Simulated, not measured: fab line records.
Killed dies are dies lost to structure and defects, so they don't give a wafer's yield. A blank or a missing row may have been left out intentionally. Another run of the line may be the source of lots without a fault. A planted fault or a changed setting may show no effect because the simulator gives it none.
A struck lot beside a sound one    flow n5 finfet    16 steps out of a route of 1938
Sound: the wafers L889.3, L889.4, L889.5. Struck: wafer L886.5 (left out: L886.3, a lot-mate that was not struck); the cause follows at the end.
Per side, at each step with rows, come the tool, then ch with its chambers, and then its first start. Under that, the readings that differ: sound wafers    struck wafers    difference of the means    sigmas: that difference in standard deviations of wafers without a fault.
alike: readings whose means differ by less than 2 such deviations, and words and numbers that are the same on both sides. not compared: withheld readings, readings that some wafer has no value for, bounds like >300 that may hide the same value, and numbers for which the record gives no deviation and whose values overlap.
The two part at a step that has a row with sigmas, a row that says differs or no value, or rows on one side only. When numbers do not overlap yet have no deviation, they are printed without sigmas and do not part them. Lack of a reading on every wafer of one side parts them only where that side has two or more wafers.

N5_FIN_SAQP_ETCH_65: etches SiO2 in CF4, target depth 4 nm, time 4.4 s.
  sound on rie si-05 ch 0,1,3, day 6 18:46; struck on rie si-04 ch 2, day 5 23:54
  alike: drypump motor current A, oes product au, throttle valve pct
  not compared: rf hours counter h
then, 3 steps without rows for these wafers: N5_FIN_SAQP_MANDREL_ETCH_58 (etches a-Si in HBr/Cl2, stops on SiNx, target depth 45 nm, bt time 10 s, time 27 s); N5_FIN_SAQP_RECESS_63 (chemistry HF/NH3, target SiO2, target depth 18 nm, afs cycles 3, sublimation time 60 s); N5_FIN_SAQP_COAT_68 (time 60 s, resist thk 100 nm).
N5_FIN_SAQP_ETCH_69: etches SOC in N2/H2, stops on SiNx, target depth 150 nm.
  sound on rie diel-05 ch 0,2,3, day 6 19:20; struck on rie diel-03 ch 1, day 6 00:28
reading                 sound              struck  difference  sigmas
oes product au (a.u.)   0.70 0.70 0.72     0.93    +0.22       +3
throttle valve pct (%)  18.18 17.45 17.82  17.12   -0.70       -3
  alike: drypump motor current A, h2 flow sccm, rf vpp V, showerhead plenum p Torr
  not compared: rf hours counter h
then, 2 steps without rows for these wafers: N5_FIN_SAQP_ETCH_67 (etches SiNx in CH3F/O2, target depth 30 nm); N5_FIN_SAQP_STRIP_70 (strips in N2/H2).
N5_FIN_SAQP_RECESS_71: chemistry HF/NH3, target SiO2, target depth 3 nm, afs cycles 1, sublimation time 60 s.
  sound on vapor etch-02 ch 0,1, day 6 19:32; struck on vapor etch-01 ch 0, day 6 00:40
  alike: drypump motor current A
N5_FIN_SAQP_SPACER2_ALD_28: deposits SiO2, target thk 8.1 nm, pulse time 1 s, purge time 2 s.
  sound on ald sin-02 ch 0,1, day 6 19:38; struck on ald sin-03 ch 1, day 6 00:47
  alike: heater power outer w, heater power w, precursor pulse height rel
  not compared: since wet clean h
N5_FIN_SAQP_SPACER2_ETCHBACK_29: etches SiO2 in CHF3/O2, target depth 12.2 nm, time 6.1 s.
  sound on rie diel-01 ch 0,1, day 6 19:58; struck on rie diel-03 ch 1, day 6 01:16
reading                 sound              struck  difference  sigmas
oes product au (a.u.)   0.70 0.72 0.70     0.95    +0.24       +4
throttle valve pct (%)  18.87 18.90 18.87  18.39   -0.49       -3
  alike: O2_flow_sccm, drypump motor current A, rf vpp V, showerhead plenum p Torr
  not compared: rf hours counter h
then, 1 step without rows for these wafers: N5_FIN_SAQP_MANDREL2_REMOVE_60 (chemistry HBr/Cl2/O2, target a-Si, stops on SiNx, bt time 10 s).
N5_FIN_SAQP_CD_MEAS_31: the cd target is 8 nm.
  sound on cd sem-02 ch 0, day 6 20:10; struck on cd sem-03 ch 0, day 6 01:28
  alike: cd nm
N5_FIN_SAQP_HM_OPEN_33: chemistry CH3F/O2, target SiNx, target depth 49.4 nm, time 70.6 s.
  sound on rie diel-03 ch 1,2, day 6 20:12; struck on rie diel-01 ch 3, day 6 01:31
reading                 sound              struck  difference  sigmas
etch rf on time s (s)   68.9 68.5 71.5     44.5    -25.1       -13
throttle valve pct (%)  15.88 15.88 16.35  16.39   +0.35       +2
  alike: O2_flow_sccm, drypump motor current A, oes product au, rf vpp V, showerhead plenum p Torr
  not compared: rf hours counter h
then, 1 step without rows for these wafers: N5_FIN_SAQP_ETCH_34 (etches SiO2 in C4F6/O2, target depth 45 nm, time 15 s).
-- here the record skips 7 days between the struck wafers' starts before and after, leaving off in module FIN_SAQP and picking up in module BEOL_M4 (first step shown: number 1111 of the route) --
N5_BEOL_M4_RC_MEAS_101:
  sound on prober-02 ch 0, day 13 01:14; struck on prober-01 ch 0, day 12 21:46
  alike: DIBL_N, DIBL_P, IOFF_N, IOFF_P, ION_N, ION_P, SS_N, SS_P, VT_N, VT_P
-- record jumps: 5 days separate the struck wafers' starts on either side; left off in module BEOL_M4, taken up again in module PASSIVATION, whose first shown step is the route's number 1936 --
N5_PASSIVATION_PROBE_49:
  struck on prober-01, day 17 14:49; sound on prober-02, day 17 03:06
reading          sound  struck  difference  sigmas
killed at other  1 1 0  6       +5          +2
  alike: defect limited yield, killed_at_M0_to_M3, killed_at_M4_up, killed at contacts, killed at front end, killed dies, killed open, killed short, sort_bin_5_function, sort_bin_6_memory, sort n pass, sort yield pct

== WHERE THEY PART ==
Last at N5_PASSIVATION_PROBE_49 as far as this record goes, first at N5_FIN_SAQP_ETCH_69.

WHY: what the simulator had put in
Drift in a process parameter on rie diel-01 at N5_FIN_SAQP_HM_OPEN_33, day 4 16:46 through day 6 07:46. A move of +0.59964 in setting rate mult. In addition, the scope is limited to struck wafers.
